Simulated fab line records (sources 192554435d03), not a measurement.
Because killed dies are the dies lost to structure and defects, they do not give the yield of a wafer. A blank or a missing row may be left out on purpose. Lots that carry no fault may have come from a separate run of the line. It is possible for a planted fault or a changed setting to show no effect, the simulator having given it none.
Matching of chambers -- flow n5 finfet -- 4 sister chambers for N5_BEOL_M4_ALD_98 on ald sin-02
The step deposits SiO2, target thk 2.5 nm, pulse time 1 s, co reactant pulse time 1 s. 20 wafers are shown with their chamber, then 10 later ones without.

== EACH WAFER AND ITS CHAMBER ==
wafer,chamber,heater power w (W),susceptor temp C (C),precursor pulse height rel
L076.1,0,82,99.92,0.998
L076.2,2,68,100.09,0.995
L076.4,1,91,100.13,0.977
L077.2,0,83,100.08,1.016
L077.4,1,94,100.18,1.037
L077.5,0,83,100.09,1.040
L078.3,2,69,100.00,1.016
L078.5,2,67,100.18,1.009
L078.6,1,92,99.98,1.001
L083.3,1,94,99.95,1.021
L083.4,0,82,99.86,0.973
L083.5,3,82,99.91,1.027
L086.1,3,83,100.09,0.991
L086.2,1,93,99.88,1.001
L086.6,2,67,100.09,0.989
L089.1,3,82,99.80,1.034
L089.2,2,65,100.04,1.011
L089.3,0,81,99.81,1.006
L089.4,1,97,99.94,0.966
L089.5,0,82,99.84,0.993

SIGNATURES, as means of the wafers listed above
reading,chamber 0,chamber 1,chamber 2,chamber 3,scatter within a chamber
heater power w,82.17,93.50,67.20,82.33,1.45
susceptor temp C,99.9333,100.0100,100.0800,99.9333,0.114
precursor pulse height rel,1.00433,1.00050,1.00400,1.01733,0.0219
Rule: a wafer's distance from a chamber is the root of the sum, over the readings, of the square of ((its reading less the chamber's mean) divided by the reading's scatter). The wafer belongs to the nearest chamber; if the next one is less than 2 further off, it can't be placed. The scatter: the root of (the sum of the squares of (reading less its chamber's mean) over the shown wafers, divided by (wafers less chambers)).

== WAFERS MISSING THEIR CHAMBER ==
wafer,heater power w (W),susceptor temp C (C),precursor pulse height rel
L089.6,82,99.95,0.997
L090.3,83,100.08,0.979
L090.4,67,100.02,0.971
L090.6,85,100.13,0.991
L093.4,96,100.09,0.978
L093.5,66,100.02,1.008
L093.6,95,100.12,1.014
L096.1,68,99.91,1.002
L096.2,95,99.91,0.967
L096.4,83,99.92,1.011

== EACH ONE'S CHAMBER ==
wafer,from the rows above,in truth
L089.6,can't be placed: 0 or 3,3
L090.3,can't be placed: 0 or 3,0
L090.4,2,2
L090.6,can't be placed: 0 or 3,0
L093.4,1,1
L093.5,2,2
L093.6,1,1
L096.1,2,2
L096.2,1,1
L096.4,can't be placed: 3 or 0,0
Correct placement for 6 of the 10. Unplaceable from these rows: 4, with the true chamber sitting among the candidates in 4. Placed wrongly: 0.
